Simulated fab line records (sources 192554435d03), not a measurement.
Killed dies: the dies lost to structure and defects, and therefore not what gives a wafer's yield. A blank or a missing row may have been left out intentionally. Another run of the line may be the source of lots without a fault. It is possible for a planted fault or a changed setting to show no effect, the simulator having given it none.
Problem report, 8D (eight disciplines) form, completed by code || flow n5 finfet || the parts of the form that need people (team, actions taken, sign-off) are left out

## 1. WHAT WENT WRONG
Wafers without a fault read 124.7 s, standard deviation 0.41; run length s at N5_BEOL_M4_CO_CAP_55 reads a mean of 166.6 s on 3 wafers belonging to 2 lots. That is +99 or more standard deviations from the usual mean.
The step: material Co, precursor CCTBA/H2, target thk 2 nm, time 102.1 s.
First observed at day 12 05:39: wafer L716.4, on cvd co-01. At this step, 30 wafers from 10 lots have a number in the record. By rule, "out" or "out of limits" means more than 4 standard deviations away from the usual mean. The rest of the wafers with a number are treated as sound.

## 2. WHAT IT IS AND WHAT IT IS NOT
{"question": "which readings at this step", "is": "run length s", "is not": "heater power w"}
{"question": "which lots", "is": "L716, L720", "is not": "L701, L702, L704, L705, L706, L707, L718, L722"}
{"question": "which wafers of those lots", "is": "L716.4, L720.4, L720.5", "is not": "L716.3, L716.6, L720.2"}
{"question": "read on which tools", "is": "cvd co-01", "is not": "cvd co-02"}
{"question": "when", "is": "from day 12 05:39", "is not": "up to then (20 sound wafers); but 7 sound wafers of L718, L720, L722 came after"}

## 3. WHAT RULES OUT EACH SUSPECT
Counting: if a tool at a process step up to the reading ran every lot that is out, it stays a suspect. Sound lots after the first of them don't rule it out here, since some wafers of a struck lot are sound.
- cvd co-01 at N5_BEOL_M4_CO_CAP_55 (material Co, precursor CCTBA/H2, target thk 2 nm, time 102.1 s): kept. Every lot that is out went through it, the first being L716 (day 12 05:39); the last sound lot it ran before that was L707 (day 9 20:26). On those wafers its own readings are out: run length s.
The count leaves cvd co-01 at N5_BEOL_M4_CO_CAP_55.

## 4. THE CAUSE (what the simulator had put in)
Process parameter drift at N5_BEOL_M4_CO_CAP_55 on cvd co-01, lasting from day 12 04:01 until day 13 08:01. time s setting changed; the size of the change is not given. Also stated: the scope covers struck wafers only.
The count eliminated every tool but this one.

## 5. THE CHAIN OF EFFECTS, in route order
Each row: a reading where the mean over the struck wafers with a number is more than 3 standard deviations away from the usual. Readings are gone through only where the record gives a usual standard deviation; hours: the median, over the lots, of the time from a lot's start at the first step in this table giving one to that lot's start at this step; sigmas: the change measured in usual standard deviations.
{"hours": 0, "step": "N5_BEOL_M4_CO_CAP_55", "reading": "run length s", "usual": "124.7 s", "on struck wafers": 166.6, "change": "+41.9", "sigmas": "+99 or more"}
Its process steps:
- N5_BEOL_M4_CO_CAP_55: material Co, precursor CCTBA/H2, target thk 2 nm, time 102.1 s.
Later measuring or inspecting steps at which every struck wafer that the step has a row for has a number for every such reading, and none has moved that far: N5_BEOL_M4_RC_MEAS_101.

## 6. HOW IT WOULD HAVE BEEN CAUGHT EARLIER
The fault began at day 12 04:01; the first out-of-limits reading in this record came at day 12 05:39, 2 hours later.
